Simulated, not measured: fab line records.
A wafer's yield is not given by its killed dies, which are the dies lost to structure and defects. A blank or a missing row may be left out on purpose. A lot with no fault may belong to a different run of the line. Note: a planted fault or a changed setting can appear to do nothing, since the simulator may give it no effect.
Which tool is to blame?	flow n5 finfet	Sampling: 11 lots, 33 wafers, 2 of 1938 route steps

WHAT EACH GAUGE READ, for each wafer
N5_BEOL_M2_INSPECT_30: inspects for defects (brightfield).
lot	measured	on	raw defect count
L075	day 6 22:05	defect inspect-01	480 460 591
L077	day 7 11:37	defect inspect-01	318 460 368
L080	day 8 03:34	defect inspect-01	323 439 376
L081	day 8 12:25	defect inspect-01	508 382 441
L082	day 8 17:19	defect inspect-02	628 391 429
L085	day 9 09:21	defect inspect-01	406 504 413
L087	day 9 17:14	defect inspect-02	379 301 440
L090	day 10 13:49	defect inspect-01	294 276 399
L093	day 11 22:10	defect inspect-02	575 416 398
L095	day 12 01:32	defect inspect-01	345 521 368
L097	day 12 10:32	defect inspect-02	520 472 344

WHICH TOOL RAN EACH LOT (tool, then ch and the chambers of the sampled wafers, then the start)
lot	N5_BEOL_M2_ETCH_63
L075	rie diel-04 ch 0,2,3, day 6 21:01
L077	rie diel-03 ch 0,1,2, day 7 10:50
L080	rie diel-06 ch 0,2,3, day 8 02:39
L081	rie diel-04 ch 0,2,3, day 8 11:32
L082	rie diel-03 ch 0,1, day 8 16:20
L085	rie diel-04 ch 0,1,2, day 9 08:34
L087	rie diel-04 ch 0,1,3, day 9 16:27
L090	rie diel-06 ch 0,2,3, day 10 12:51
L093	rie diel-03 ch 0,3, day 11 21:23
L095	rie diel-04 ch 0,1, day 12 00:40
L097	rie diel-04 ch 0,1,3, day 12 09:44
- N5_BEOL_M2_ETCH_63: etches SiARC in CF4, target depth 15.6 nm, time 26 s.

THE ANSWER, worked out from the rows above alone
Rule: usual is defined by the lots themselves. The widest of any qualifying gaps counts: lots, ordered by their means at a reading, are off when they make up no more than a third of the lots, leave a main group of 4 or more, and stand apart from it by 3 or more times the standard deviation of that group's means. If all means in a main group match to the digits the tables above print for the reading, that group is not used. Also off: a lot with no number at a reading for which 4 or more lots have one. Where the step has rows for the other lots, those lots are counted as sound.
None of the lots is off at any reading shown; this tells nothing.

WHAT WAS PUT IN BY THE SIMULATOR
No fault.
